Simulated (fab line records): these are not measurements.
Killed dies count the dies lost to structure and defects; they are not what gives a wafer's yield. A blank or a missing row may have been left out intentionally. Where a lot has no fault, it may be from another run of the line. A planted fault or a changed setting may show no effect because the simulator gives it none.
fab line records	flow nand-harc
record: lots: 24	wafers: 72	last-day: 24
route steps=1159 shown A_STAIRCASE@549
lots that met no fault: taken from a fault-free run of the same line
start-h: the number of hours between the record's first day and the start of the first shown wafer of the lot	wait-h: hours from the lot's prior step to this one	" as in the row above	L1.1+2: several wafers, shown together as one row	- either no value or no given start	* or withheld: withheld	< > ~ a bound
route shown NAME@n: NAME is a module with steps in the file, n the number in the route of the first one	usual: mean/standard deviation taken from wafers without a fault	same: alike in all rows	chamber/n: place in a boat	sites: per-site readings	_std_site: how widely they spread, as a standard deviation	_edge_site: inner sites' mean taken away from outer sites' mean	radius-mm: how far each site lies from the wafer's centre	mask NAME#n: copy n	behind: tool/chamber where the wafer was last shaped	hold: why the lot went on hold/how many hours it stayed there/how the hold came to an end	device: transistor that didn't switch, given as n, p or np	end of line: the tests these same wafers got at the end of their route	a step without rows: its recipe alone	killed: dies that structure and defects cost at the first sort, which is not the same as the wafer's yield	map: the dies of a wafer, with x for killed, . for not killed, _ for no die there
set.NAME: the setting the step ran with; set.NAME@STEP: the setting that earlier step ran with	model.NAME: the simulator's own value behind a step, which no gauge read
a sample of lots followed through the steps of the route, with each step as a table and each wafer as a row
services: when a tool's chamber went out of use (start-h, in hours from the record's first day, below 0 if earlier), for how many hours, and the reason
== steps ==
step: NHARC_A_STAIRCASE_ETCH_13
recipe: target-depth-a: 1000	time-s: 40.5	ion-energy-ev: 400	c4f8-flow-sccm: 20	o2-flow-sccm: 10	ar-flow-sccm: withheld	rf-w: 600	bias-w: 1000	chemistry: C4F8/O2
usual: oes-product-au: 0.933/0.013	rf-vpp-V: 894/4.8
lot.wafer	tool	chamber	start-h	wait-h	oes-product-au	rf-hours-counter-h	rf-vpp-V
L075.3	rie-diel-01	2	-	-	0.936	32	900
L075.4	"	0	"	"	0.963	32	897
L075.6	"	2	"	"	0.945	-	899
L074.1	rie-diel-09	1	-	-	0.927	57	897
L074.4	"	2	"	"	0.947	56	891
L074.6	"	2	"	"	0.944	-	891
L077.1	rie-diel-09	1	-	-	0.945	60	895
L077.3	"	3	"	"	0.937	57	900
L077.4	"	0	"	"	0.941	-	894
L076.3	rie-diel-08	2	-	-	0.946	45	900
L076.6	"	1	"	"	0.959	-	897
L076.5	"	2	"	"	0.957	-	900
L078.4	rie-diel-08	2	-	-	0.955	51	901
L078.5	"	1	"	"	0.936	-	895
L078.6	"	2	"	"	0.953	-	898
L079.1	rie-diel-09	0	-	-	0.943	0	893
L079.6	"	1	"	"	0.926	-	896
L079.5	"	2	"	"	0.931	-	890
L080.2	rie-diel-09	2	-	-	0.933	4	889
L080.4	"	0	"	"	0.935	3	896
L080.3	"	1	"	"	0.926	3	895
L081.1	rie-diel-08	3	-	-	0.914	58	888
L081.5	"	1	"	"	0.928	-	893
L081.6	"	0	"	"	0.917	-	888
L082.1	rie-diel-09	0	-	-	0.925	7	893
L082.5	"	0	"	"	0.935	-	893
L082.4	"	1	"	"	0.922	-	897
L084.4	rie-diel-09	1	-	-	0.920	10	897
L084.3	"	2	"	"	0.937	7	889
L084.2	"	3	"	"	0.916	12	899
L083.1	rie-diel-01	2	-	-	0.926	58	897
L083.3	"	3	"	"	0.932	52	901
L083.5	"	2	"	"	0.929	-	899
L087.2	rie-diel-08	0	-	-	0.948	2	890
L087.4	"	1	"	"	0.956	2	896
L087.1	"	2	"	"	0.946	2	901
L086.2	rie-diel-09	0	-	-	0.943	21	893
L086.6	"	1	"	"	0.927	-	895
L086.5	"	2	"	"	0.946	-	891
L085.2	rie-diel-08	2	-	-	0.937	2	900
L085.3	"	3	"	"	0.927	2	889
L085.5	"	3	"	"	0.931	-	889
L088.2	rie-diel-09	0	-	-	0.927	24	892
L088.1	"	1	"	"	0.918	23	897
L088.4	"	2	"	"	0.925	17	890
L089.4	rie-diel-09	3	-	-	0.915	25	899
L089.2	"	1	"	"	0.924	24	895
L089.5	"	3	"	"	0.903	-	899
L090.3	rie-diel-08	0	-	-	0.917	10	888
L090.1	"	1	"	"	0.942	10	894
L090.5	"	3	"	"	0.921	-	888
L091.3	rie-diel-09	2	-	-	0.921	22	889
L091.5	"	2	"	"	0.929	-	889
L091.6	"	3	"	"	0.925	-	899
L092.1	rie-diel-08	2	-	-	0.953	13	900
L092.4	"	3	"	"	0.938	14	889
L092.3	"	0	"	"	0.936	15	888
L093.4	rie-diel-08	3	-	-	0.921	16	887
L093.1	"	0	"	"	0.912	17	889
L093.6	"	1	"	"	0.921	-	894
L096.4	rie-diel-01	1	-	-	0.947	13	905
L096.1	"	0	"	"	0.948	14	895
L096.6	"	1	"	"	0.942	-	905
L094.2	rie-diel-08	2	-	-	0.919	19	899
L094.1	"	1	"	"	0.913	20	893
L094.5	"	3	"	"	0.916	-	889
L095.3	rie-diel-08	1	-	-	0.947	21	895
L095.6	"	3	"	"	0.939	-	888
L095.5	"	0	"	"	0.946	-	889
L097.3	rie-diel-08	3	-	-	0.919	31	887
L097.4	"	0	"	"	0.933	31	889
L097.5	"	0	"	"	0.930	-	889
step: NHARC_A_STAIRCASE_TRIM_26
recipe: time-s: 211.2	o2-flow-sccm: 500	ar-flow-sccm: 0	bias-w: 0	chemistry: O2
usual: drypump-motor-current-A: 5.61/0.26	oes-product-au: 0.994/0.01	rf-vpp-V: 57.6/0.95	showerhead-plenum-p-Torr: 3.48/0.14	throttle-valve-pct: 17.037/0.0098
lot.wafer	tool	chamber	start-h	wait-h	drypump-motor-current-A	oes-product-au	rf-hours-counter-h	rf-vpp-V	showerhead-plenum-p-Torr	throttle-valve-pct
L075.3	rie-diel-01	1	-	-	5.65	0.986	31	58.8	3.79	17.035
L075.4	"	0	"	"	5.52	1.002	34	56.2	3.54	17.041
L075.6	"	2	"	"	5.71	0.995	-	57.9	3.62	17.042
L074.4	rie-diel-01	0	-	-	5.53	0.995	35	57.6	3.54	17.046
L074.1	"	1	"	"	5.61	0.991	32	58.3	3.79	17.032
L074.6	"	0	"	"	5.49	1.003	-	57.8	3.54	17.040
L077.3	rie-diel-09	1	-	-	5.59	0.987	61	59.2	3.54	17.034
L077.1	"	0	"	"	4.96	1.008	59	56.4	3.46	17.038
L077.4	"	1	"	"	5.60	0.997	-	57.5	3.54	17.062
L076.3	rie-diel-08	1	-	-	5.42	1.001	47	58.3	3.50	17.057
L076.5	"	2	"	"	5.58	1.018	-	58.2	3.64	17.044
L076.6	"	3	"	"	5.80	0.989	-	58.0	3.33	17.054
L079.1	rie-diel-09	0	-	-	4.91	1.005	1	57.9	3.46	17.024
L079.6	"	0	"	"	4.91	1.002	-	59.9	3.46	17.026
L079.5	"	1	"	"	5.56	1.000	-	57.9	3.54	17.033
L078.4	rie-diel-08	3	-	-	5.78	0.985	53	56.4	3.32	17.032
L078.5	"	1	"	"	5.45	0.998	-	55.9	3.49	17.038
L078.6	"	2	"	"	5.54	1.020	-	56.3	3.64	17.026
L080.4	rie-diel-08	2	-	-	5.58	1.027	54	56.5	3.64	17.040
L080.3	"	0	"	"	5.81	0.974	49	57.6	3.35	17.040
L080.2	"	1	"	"	5.45	0.994	56	59.7	3.49	17.026
L081.1	rie-diel-08	0	-	-	5.82	0.982	53	56.7	3.35	17.031
L081.5	"	0	"	"	5.84	0.973	-	58.4	3.35	17.035
L081.6	"	3	"	"	5.74	0.989	-	57.6	3.32	17.024
L082.1	rie-diel-08	1	-	-	5.45	0.997	61	57.8	3.49	17.032
L082.4	"	0	"	"	5.83	0.990	-	57.3	3.35	17.048
L082.5	"	3	"	"	5.79	0.995	-	56.0	3.32	17.044
L084.2	rie-diel-08	3	-	-	5.80	0.989	65	56.6	3.32	17.038
L084.3	"	0	"	"	5.81	0.979	59	56.6	3.35	17.025
L084.4	"	3	"	"	5.78	0.985	-	56.7	3.32	17.036
L083.1	rie-diel-09	0	-	-	4.97	0.999	13	57.2	3.45	17.029
L083.3	"	1	"	"	5.60	0.986	12	57.4	3.53	17.034
L083.5	"	3	"	"	6.06	0.992	-	58.4	3.62	17.039
L087.1	rie-diel-08	3	-	-	5.76	0.992	4	55.7	3.31	17.029
L087.4	"	0	"	"	5.81	0.985	4	57.0	3.34	17.057
L087.2	"	1	"	"	5.48	1.000	3	56.8	3.48	17.031
L085.2	rie-diel-09	1	-	-	5.59	1.002	21	57.4	3.53	17.041
L085.3	"	3	"	"	6.06	0.984	23	56.7	3.62	17.032
L085.5	"	2	"	"	5.61	1.003	-	56.7	3.38	17.049
L086.2	rie-diel-08	2	-	-	5.55	0.999	4	58.4	3.63	17.020
L086.6	"	3	"	"	5.77	0.985	-	58.0	3.31	17.055
L086.5	"	0	"	"	5.77	0.975	-	56.5	3.34	17.036
L088.1	rie-diel-01	0	-	-	5.59	1.004	0	57.0	3.52	17.053
L088.4	"	2	"	"	5.69	0.989	0	58.5	3.60	17.044
L088.2	"	3	"	"	5.04	0.994	1	57.3	3.64	17.047
L089.2	rie-diel-08	3	-	-	5.77	0.988	6	57.3	3.31	17.048
L089.4	"	2	"	"	5.55	0.997	6	57.9	3.63	17.012
L089.5	"	3	"	"	5.78	0.979	-	57.1	3.31	17.041
L091.3	rie-diel-09	2	-	-	5.61	0.998	24	57.0	3.37	17.042
L091.5	"	3	"	"	6.01	0.984	-	57.7	3.61	17.042
L091.6	"	0	"	"	4.93	1.007	-	57.5	3.44	17.035
L090.3	rie-diel-09	2	-	-	5.60	0.999	24	57.6	3.37	17.046
L090.1	"	1	"	"	5.58	0.993	30	60.6	3.52	17.035
L090.5	"	3	"	"	6.05	0.988	-	57.6	3.61	17.045
L092.4	rie-diel-08	3	-	-	5.78	0.993	14	56.4	3.31	17.045
L092.3	"	1	"	"	5.43	1.000	14	58.7	3.48	17.017
L092.1	"	2	"	"	5.56	1.006	13	58.0	3.63	17.036
L093.4	rie-diel-01	3	-	-	5.02	0.997	3	57.9	3.64	17.028
L093.1	"	1	"	"	5.60	1.004	12	59.1	3.76	17.051
L093.6	"	3	"	"	5.01	0.999	-	57.8	3.64	17.043
L096.4	rie-diel-08	1	-	-	5.45	0.999	21	58.4	3.47	17.042
L096.1	"	2	"	"	5.58	1.012	20	57.7	3.63	17.039
L096.6	"	0	"	"	5.80	0.987	-	59.2	3.33	17.044
L094.1	rie-diel-08	2	-	-	5.60	0.991	20	59.1	3.62	17.033
L094.2	"	1	"	"	5.44	0.992	21	58.8	3.47	17.035
L094.5	"	3	"	"	5.78	0.994	-	57.4	3.30	17.051
L095.3	rie-diel-08	2	-	-	5.59	0.998	21	57.8	3.62	17.049
L095.6	"	0	"	"	5.79	0.989	-	56.8	3.33	17.036
L095.5	"	1	"	"	5.48	0.999	-	58.7	3.47	17.044
L097.4	rie-diel-08	3	-	-	5.78	0.988	32	57.9	3.30	17.037
L097.3	"	1	"	"	5.43	0.993	31	58.1	3.47	17.036
L097.5	"	3	"	"	5.77	0.998	-	56.7	3.30	17.027
step: NHARC_A_STAIRCASE_ETCH_188
recipe: target-depth-a: 1000	time-s: 40.5	ion-energy-ev: 400	c4f8-flow-sccm: 20	o2-flow-sccm: 10	ar-flow-sccm: withheld	rf-w: 600	bias-w: 1000	chemistry: C4F8/O2
usual: oes-product-au: 0.935/0.012	rf-vpp-V: 896/5.2
lot.wafer	tool	chamber	start-h	wait-h	oes-product-au	rf-hours-counter-h	rf-vpp-V
L075.4	rie-diel-01	1	-	-	0.929	32	906
L075.3	"	3	"	"	0.921	30	899
L075.6	"	0	"	"	0.930	-	895
L074.1	rie-diel-01	2	-	-	0.943	37	901
L074.4	"	0	"	"	0.935	37	897
L074.6	"	1	"	"	0.935	-	906
L077.1	rie-diel-01	2	-	-	0.942	42	898
L077.3	"	3	"	"	0.925	35	901
L077.4	"	0	"	"	0.928	41	896
L076.3	rie-diel-01	3	-	-	0.937	36	900
L076.5	"	3	"	"	0.933	-	901
L076.6	"	0	"	"	0.937	-	897
L079.1	rie-diel-08	3	-	-	0.946	53	888
L079.5	"	2	"	"	0.968	-	899
L079.6	"	3	"	"	0.954	-	888
L078.4	rie-diel-08	0	-	-	0.923	47	889
L078.6	"	1	"	"	0.926	-	895
L078.5	"	2	"	"	0.948	-	899
L080.4	rie-diel-08	3	-	-	0.917	55	889
L080.3	"	0	"	"	0.917	49	889
L080.2	"	1	"	"	0.936	56	894
L081.1	rie-diel-08	1	-	-	0.947	61	895
L081.5	"	0	"	"	0.930	-	889
L081.6	"	3	"	"	0.936	-	890
L082.1	rie-diel-08	3	-	-	0.917	61	888
L082.4	"	3	"	"	0.921	-	889
L082.5	"	0	"	"	0.910	-	889
L084.2	rie-diel-08	3	-	-	0.929	65	887
L084.3	"	1	"	"	0.941	66	894
L084.4	"	3	"	"	0.925	-	888
L083.1	rie-diel-01	1	-	-	0.933	57	903
L083.3	"	3	"	"	0.920	55	899
L083.5	"	2	"	"	0.937	-	899
L087.1	rie-diel-09	2	-	-	0.932	16	890
L087.4	"	3	"	"	0.923	24	898
L087.2	"	0	"	"	0.959	23	893
L085.2	rie-diel-08	3	-	-	0.941	5	889
L085.3	"	1	"	"	0.962	4	894
L085.5	"	2	"	"	0.966	-	898
L086.2	rie-diel-09	1	-	-	0.930	23	895
L086.5	"	2	"	"	0.938	-	890
L086.6	"	3	"	"	0.919	-	898
L088.1	rie-diel-09	3	-	-	0.925	27	898
L088.2	"	0	"	"	0.943	27	893
L088.4	"	1	"	"	0.938	25	894
L089.2	rie-diel-01	1	-	-	0.928	1	905
L089.4	"	3	"	"	0.934	1	900
L089.5	"	1	"	"	0.939	-	904
L091.3	rie-diel-09	2	-	-	0.943	24	890
L091.6	"	2	"	"	0.958	-	889
L091.5	"	3	"	"	0.947	-	900
L090.1	rie-diel-01	0	-	-	0.937	5	897
L090.3	"	1	"	"	0.940	5	904
L090.5	"	0	"	"	0.940	-	896
L092.3	rie-diel-08	2	-	-	0.935	16	901
L092.1	"	0	"	"	0.924	17	888
L092.4	"	1	"	"	0.936	17	894
L093.1	rie-diel-01	2	-	-	0.933	13	899
L093.4	"	0	"	"	0.936	13	896
L093.6	"	3	"	"	0.935	-	900
L096.1	rie-diel-09	0	-	-	0.963	41	891
L096.4	"	1	"	"	0.944	42	897
L096.6	"	3	"	"	0.929	-	899
L094.1	rie-diel-08	1	-	-	0.939	22	895
L094.2	"	0	"	"	0.934	21	889
L094.5	"	2	"	"	0.928	-	900
L095.3	rie-diel-08	0	-	-	0.947	23	888
L095.5	"	1	"	"	0.949	-	894
L095.6	"	2	"	"	0.958	-	899
L097.3	rie-diel-08	1	-	-	0.929	33	893
L097.4	"	3	"	"	0.915	34	888
L097.5	"	1	"	"	0.916	-	894
step: NHARC_A_STAIRCASE_ETCH_223
recipe: target-depth-a: 1000	time-s: 40.5	ion-energy-ev: 400	c4f8-flow-sccm: 20	o2-flow-sccm: 10	ar-flow-sccm: withheld	rf-w: 600	bias-w: 1000	chemistry: C4F8/O2
usual: oes-product-au: 0.935/0.01	rf-vpp-V: 896/4.8
lot.wafer	tool	chamber	start-h	wait-h	oes-product-au	rf-hours-counter-h	rf-vpp-V
L075.4	rie-diel-08	1	-	-	0.934	45	896
L075.3	"	0	"	"	0.925	39	890
L075.6	"	1	"	"	0.924	-	895
L074.4	rie-diel-01	0	-	-	0.923	38	897
L074.1	"	3	"	"	0.919	33	900
L074.6	"	1	"	"	0.927	-	905
L077.1	rie-diel-01	3	-	-	0.931	37	901
L077.3	"	0	"	"	0.933	43	897
L077.4	"	2	"	"	0.938	43	899
L076.3	rie-diel-01	3	-	-	0.938	37	899
L076.6	"	1	"	"	0.941	-	906
L076.5	"	2	"	"	0.933	-	899
L078.4	rie-diel-09	1	-	-	0.934	4	897
L078.6	"	3	"	"	0.940	-	900
L078.5	"	0	"	"	0.929	-	893
L079.1	rie-diel-08	1	-	-	0.935	56	896
L079.5	"	0	"	"	0.914	-	889
L079.6	"	1	"	"	0.931	-	893
L080.3	rie-diel-01	1	-	-	0.938	49	905
L080.4	"	3	"	"	0.937	47	900
L080.2	"	0	"	"	0.932	52	896
L081.1	rie-diel-09	2	-	-	0.930	8	892
L081.6	"	0	"	"	0.936	-	894
L081.5	"	1	"	"	0.936	-	896
L082.4	rie-diel-01	0	-	-	0.925	59	896
L082.1	"	1	"	"	0.936	56	904
L082.5	"	3	"	"	0.937	-	899
L084.3	rie-diel-09	3	-	-	0.918	16	898
L084.2	"	1	"	"	0.932	14	896
L084.4	"	3	"	"	0.920	-	901
L083.1	rie-diel-09	1	-	-	0.930	14	895
L083.3	"	3	"	"	0.927	17	898
L083.5	"	1	"	"	0.921	-	896
L087.1	rie-diel-09	2	-	-	0.928	18	890
L087.2	"	0	"	"	0.952	26	893
L087.4	"	1	"	"	0.933	25	896
L085.3	rie-diel-08	0	-	-	0.942	6	889
L085.2	"	3	"	"	0.929	7	886
L085.5	"	0	"	"	0.948	-	888
L086.2	rie-diel-01	3	-	-	0.933	1	901
L086.5	"	1	"	"	0.947	-	905
L086.6	"	2	"	"	0.940	-	898
L088.2	rie-diel-08	2	-	-	0.946	7	899
L088.1	"	3	"	"	0.934	8	888
L088.4	"	0	"	"	0.927	8	890
L089.2	rie-diel-01	2	-	-	0.938	2	898
L089.5	"	1	"	"	0.948	-	905
L089.4	"	2	"	"	0.944	-	899
L091.3	rie-diel-09	0	-	-	0.934	32	892
L091.6	"	3	"	"	0.927	-	899
L091.5	"	0	"	"	0.943	-	893
L090.3	rie-diel-01	1	-	-	0.928	7	904
L090.1	"	2	"	"	0.928	7	898
L090.5	"	0	"	"	0.949	-	896
L092.3	rie-diel-08	2	-	-	0.942	18	899
L092.4	"	0	"	"	0.953	18	888
L092.1	"	1	"	"	0.969	19	894
L093.1	rie-diel-09	2	-	-	0.944	32	891
L093.4	"	0	"	"	0.947	37	893
L093.6	"	2	"	"	0.936	-	890
L096.4	rie-diel-09	1	-	-	0.943	43	895
L096.1	"	2	"	"	0.922	36	888
L096.6	"	2	"	"	0.926	-	890
L094.1	rie-diel-09	0	-	-	0.948	43	893
L094.2	"	3	"	"	0.942	43	899
L094.5	"	0	"	"	0.930	-	893
L095.3	rie-diel-08	0	-	-	0.926	25	888
L095.6	"	1	"	"	0.929	-	892
L095.5	"	0	"	"	0.917	-	888
L097.3	rie-diel-08	2	-	-	0.941	31	899
L097.4	"	0	"	"	0.916	35	890
L097.5	"	2	"	"	0.933	-	899
step: NHARC_A_STAIRCASE_ETCH_227
recipe: target-depth-a: 1000	time-s: 40.5	ion-energy-ev: 400	c4f8-flow-sccm: 20	o2-flow-sccm: 10	ar-flow-sccm: withheld	rf-w: 600	bias-w: 1000	chemistry: C4F8/O2
usual: oes-product-au: 0.940/0.012	rf-vpp-V: 896/5
lot.wafer	tool	chamber	start-h	wait-h	oes-product-au	rf-hours-counter-h	rf-vpp-V
L075.4	rie-diel-08	2	-	-	0.952	43	898
L075.3	"	0	"	"	0.926	39	890
L075.6	"	2	"	"	0.967	-	902
L074.4	rie-diel-01	3	-	-	0.940	33	901
L074.1	"	0	"	"	0.946	39	895
L074.6	"	2	"	"	0.946	-	900
L077.3	rie-diel-01	1	-	-	0.954	39	905
L077.4	"	2	"	"	0.954	43	897
L077.1	"	3	"	"	0.923	38	902
L076.3	rie-diel-01	3	-	-	0.919	38	900
L076.5	"	2	"	"	0.936	-	899
L076.6	"	3	"	"	0.925	-	900
L078.4	rie-diel-09	1	-	-	0.943	4	896
L078.5	"	0	"	"	0.951	-	895
L078.6	"	1	"	"	0.953	-	897
L079.1	rie-diel-08	0	-	-	0.922	49	890
L079.6	"	2	"	"	0.949	-	899
L079.5	"	3	"	"	0.930	-	890
L080.2	rie-diel-01	0	-	-	0.946	53	897
L080.3	"	1	"	"	0.961	49	905
L080.4	"	2	"	"	0.944	53	900
L081.1	rie-diel-09	1	-	-	0.925	11	897
L081.5	"	1	"	"	0.927	-	896
L081.6	"	2	"	"	0.927	-	889
L082.1	rie-diel-01	0	-	-	0.951	60	897
L082.4	"	1	"	"	0.963	57	906
L082.5	"	3	"	"	0.953	-	899
L084.2	rie-diel-09	1	-	-	0.937	15	896
L084.3	"	3	"	"	0.920	17	900
L084.4	"	3	"	"	0.923	-	900
L083.3	rie-diel-09	1	-	-	0.918	16	897
L083.1	"	2	"	"	0.949	9	891
L083.5	"	1	"	"	0.917	-	896
L087.2	rie-diel-09	3	-	-	0.942	27	900
L087.1	"	0	"	"	0.959	26	893
L087.4	"	1	"	"	0.935	25	896
L085.3	rie-diel-08	0	-	-	0.951	6	889
L085.2	"	1	"	"	0.946	6	895
L085.5	"	3	"	"	0.942	-	887
L086.2	rie-diel-01	2	-	-	0.939	1	900
L086.5	"	2	"	"	0.946	-	899
L086.6	"	3	"	"	0.940	-	900
L089.2	rie-diel-01	2	-	-	0.942	3	897
L089.4	"	0	"	"	0.952	-	897
L089.5	"	1	"	"	0.939	-	906
L088.2	rie-diel-08	0	-	-	0.922	10	890
L088.1	"	2	"	"	0.938	9	899
L088.4	"	3	"	"	0.913	10	887
L091.3	rie-diel-09	2	-	-	0.946	26	890
L091.6	"	2	"	"	0.948	-	890
L091.5	"	3	"	"	0.942	-	899
L090.1	rie-diel-01	2	-	-	0.934	8	899
L090.3	"	1	"	"	0.951	8	904
L090.5	"	2	"	"	0.953	-	897
L092.4	rie-diel-08	3	-	-	0.932	18	888
L092.3	"	1	"	"	0.932	19	894
L092.1	"	2	"	"	0.954	18	899
L093.1	rie-diel-09	0	-	-	0.950	38	891
L093.4	"	2	"	"	0.930	32	890
L093.6	"	1	"	"	0.951	-	897
L096.1	rie-diel-09	1	-	-	0.935	44	895
L096.4	"	3	"	"	0.940	43	898
L096.6	"	0	"	"	0.944	-	892
L094.2	rie-diel-09	3	-	-	0.937	44	900
L094.1	"	1	"	"	0.946	44	895
L094.5	"	3	"	"	0.937	-	901
L095.3	rie-diel-08	3	-	-	0.923	24	888
L095.6	"	3	"	"	0.916	-	887
L095.5	"	0	"	"	0.932	-	890
L097.3	rie-diel-08	0	-	-	0.923	36	888
L097.4	"	3	"	"	0.918	36	888
L097.5	"	0	"	"	0.936	-	889
step: NHARC_A_STAIRCASE_TRIM_235
recipe: time-s: 211.2	o2-flow-sccm: 500	ar-flow-sccm: 0	bias-w: 0	chemistry: O2
usual: drypump-motor-current-A: 5.56/0.29	oes-product-au: 0.996/0.009	rf-vpp-V: 57.9/0.94	showerhead-plenum-p-Torr: 3.53/0.14	throttle-valve-pct: 17.036/0.0093
lot.wafer	tool	chamber	start-h	wait-h	drypump-motor-current-A	oes-product-au	rf-hours-counter-h	rf-vpp-V	showerhead-plenum-p-Torr	throttle-valve-pct
L075.4	rie-diel-08	2	-	-	5.57	1.011	44	59.5	3.64	17.031
L075.3	"	0	"	"	5.83	0.981	40	58.2	3.36	17.020
L075.6	"	3	"	"	5.78	0.993	-	57.5	3.33	17.034
L074.1	rie-diel-01	2	-	-	5.68	1.006	40	58.5	3.62	17.051
L074.4	"	1	"	"	5.64	1.001	36	58.7	3.79	17.041
L074.6	"	3	"	"	5.01	0.998	-	59.2	3.66	17.048
L077.1	rie-diel-01	1	-	-	5.65	1.002	40	58.3	3.78	17.027
L077.4	"	2	"	"	5.68	1.003	44	58.7	3.62	17.017
L077.3	"	3	"	"	5.03	1.006	38	58.5	3.65	17.045
L076.3	rie-diel-08	0	-	-	5.81	0.986	45	56.4	3.35	17.023
L076.6	"	1	"	"	5.45	0.998	-	56.1	3.49	17.029
L076.5	"	2	"	"	5.57	1.015	-	59.4	3.64	17.036
L078.4	rie-diel-09	1	-	-	5.57	0.991	4	56.9	3.54	17.027
L078.5	"	3	"	"	6.08	0.989	-	58.5	3.63	17.056
L078.6	"	0	"	"	4.91	1.011	-	57.5	3.46	17.039
L079.1	rie-diel-01	0	-	-	5.49	1.001	50	58.5	3.53	17.052
L079.5	"	1	"	"	5.64	0.998	-	58.6	3.78	17.039
L079.6	"	2	"	"	5.70	0.995	-	57.3	3.61	17.021
L080.4	rie-diel-01	2	-	-	5.71	0.994	53	56.7	3.61	17.041
L080.3	"	3	"	"	5.05	0.992	47	59.6	3.65	17.017
L080.2	"	0	"	"	5.53	1.007	53	57.2	3.53	17.025
L081.1	rie-diel-01	0	-	-	5.50	1.000	58	58.8	3.53	17.039
L081.5	"	3	"	"	4.99	0.997	-	57.8	3.65	17.030
L081.6	"	0	"	"	5.43	1.003	-	58.6	3.53	17.024
L082.1	rie-diel-01	2	-	-	5.71	0.996	61	57.0	3.60	17.043
L082.4	"	1	"	"	5.69	1.008	58	58.2	3.77	17.033
L082.5	"	2	"	"	5.70	1.002	-	58.7	3.61	17.036
L084.3	rie-diel-09	1	-	-	5.62	0.994	16	56.4	3.53	17.019
L084.4	"	2	"	"	5.60	0.995	10	58.8	3.38	17.030
L084.2	"	0	"	"	4.90	1.006	18	57.8	3.45	17.035
L083.3	rie-diel-09	0	-	-	4.96	1.007	18	57.5	3.45	17.042
L083.1	"	1	"	"	5.62	1.002	16	58.2	3.53	17.038
L083.5	"	1	"	"	5.58	0.998	-	57.9	3.53	17.038
L087.4	rie-diel-09	2	-	-	5.61	0.985	18	57.7	3.37	17.043
L087.2	"	3	"	"	6.05	0.983	27	59.2	3.62	17.050
L087.1	"	1	"	"	5.58	0.989	25	56.2	3.52	17.051
L085.2	rie-diel-08	0	-	-	5.82	0.982	7	57.0	3.34	17.036
L085.3	"	1	"	"	5.40	1.008	6	57.4	3.48	17.022
L085.5	"	1	"	"	5.40	1.003	-	57.5	3.48	17.027
L086.2	rie-diel-08	1	-	-	5.43	1.006	7	58.9	3.48	17.038
L086.5	"	3	"	"	5.80	0.993	-	57.8	3.31	17.038
L086.6	"	0	"	"	5.82	0.990	-	56.8	3.34	17.046
L089.4	rie-diel-08	2	-	-	5.56	1.001	10	58.2	3.63	17.043
L089.2	"	0	"	"	5.75	0.993	11	59.0	3.34	17.035
L089.5	"	2	"	"	5.56	1.007	-	58.2	3.63	17.035
L088.1	rie-diel-08	2	-	-	5.56	1.011	10	58.1	3.63	17.036
L088.2	"	3	"	"	5.76	0.990	11	58.4	3.31	17.026
L088.4	"	1	"	"	5.46	1.002	11	57.9	3.48	17.041
L091.3	rie-diel-09	0	-	-	4.94	1.006	33	56.9	3.44	17.054
L091.5	"	3	"	"	6.02	0.981	-	58.1	3.61	17.028
L091.6	"	0	"	"	4.96	0.998	-	58.6	3.44	17.026
L090.1	rie-diel-01	1	-	-	5.60	0.993	8	59.2	3.76	17.043
L090.3	"	2	"	"	5.71	0.977	8	57.3	3.60	17.028
L090.5	"	2	"	"	5.71	0.997	-	58.2	3.60	17.023
L092.1	rie-diel-09	2	-	-	5.62	0.999	31	55.6	3.37	17.031
L092.3	"	3	"	"	6.01	0.985	38	56.6	3.61	17.040
L092.4	"	0	"	"	4.95	1.002	37	57.0	3.44	17.035
L093.4	rie-diel-01	2	-	-	5.71	1.008	14	58.1	3.59	17.031
L093.1	"	3	"	"	5.03	1.010	5	57.6	3.64	17.018
L093.6	"	0	"	"	5.49	0.995	-	57.2	3.51	17.026
L096.4	rie-diel-01	1	-	-	5.63	1.012	17	59.0	3.76	17.031
L096.1	"	3	"	"	5.04	0.999	9	58.3	3.63	17.021
L096.6	"	0	"	"	5.52	0.995	-	58.1	3.51	17.028
L094.2	rie-diel-09	2	-	-	5.61	0.995	38	57.7	3.36	17.036
L094.1	"	0	"	"	4.95	1.007	44	58.2	3.44	17.036
L094.5	"	2	"	"	5.61	0.987	-	59.5	3.36	17.034
L095.3	rie-diel-08	1	-	-	5.46	0.983	26	58.3	3.47	17.028
L095.6	"	0	"	"	5.78	0.975	-	57.9	3.33	17.039
L095.5	"	1	"	"	5.46	0.996	-	58.4	3.47	17.039
L097.3	rie-diel-09	3	-	-	6.02	0.984	53	57.4	3.60	17.043
L097.4	"	0	"	"	4.92	0.988	54	58.5	3.43	17.031
L097.5	"	2	"	"	5.61	0.980	-	56.8	3.36	17.038
== services ==
tool	chamber	start-h	hours	kind
rie-diel-08	0	232.05	-	clean
rie-diel-08	1	232.05	-	clean
rie-diel-08	2	232.05	-	clean
rie-diel-08	3	232.05	-	clean
rie-diel-09	-	245.02	0.4	repair
rie-diel-09	-	254.44	9.0	pm
rie-diel-08	0	256.55	-	clean
rie-diel-08	1	256.55	-	clean
rie-diel-08	2	256.55	-	clean
rie-diel-08	3	256.55	-	clean
rie-diel-09	2	278.74	10.0	repair
rie-diel-08	0	282.37	-	clean
rie-diel-08	1	282.37	-	clean
rie-diel-08	2	282.37	-	clean
rie-diel-08	3	282.37	-	clean
rie-diel-09	2	295.60	8.1	repair
rie-diel-08	-	301.88	9.0	pm
rie-diel-08	0	301.88	9.0	vent-cycle
rie-diel-08	1	301.88	9.0	vent-cycle
rie-diel-08	2	301.88	9.0	vent-cycle
rie-diel-08	3	301.88	9.0	vent-cycle
rie-diel-01	2	306.60	9.9	repair
rie-diel-01	-	314.80	9.0	pm
rie-diel-01	3	331.80	21.5	repair
== key ==
fault none
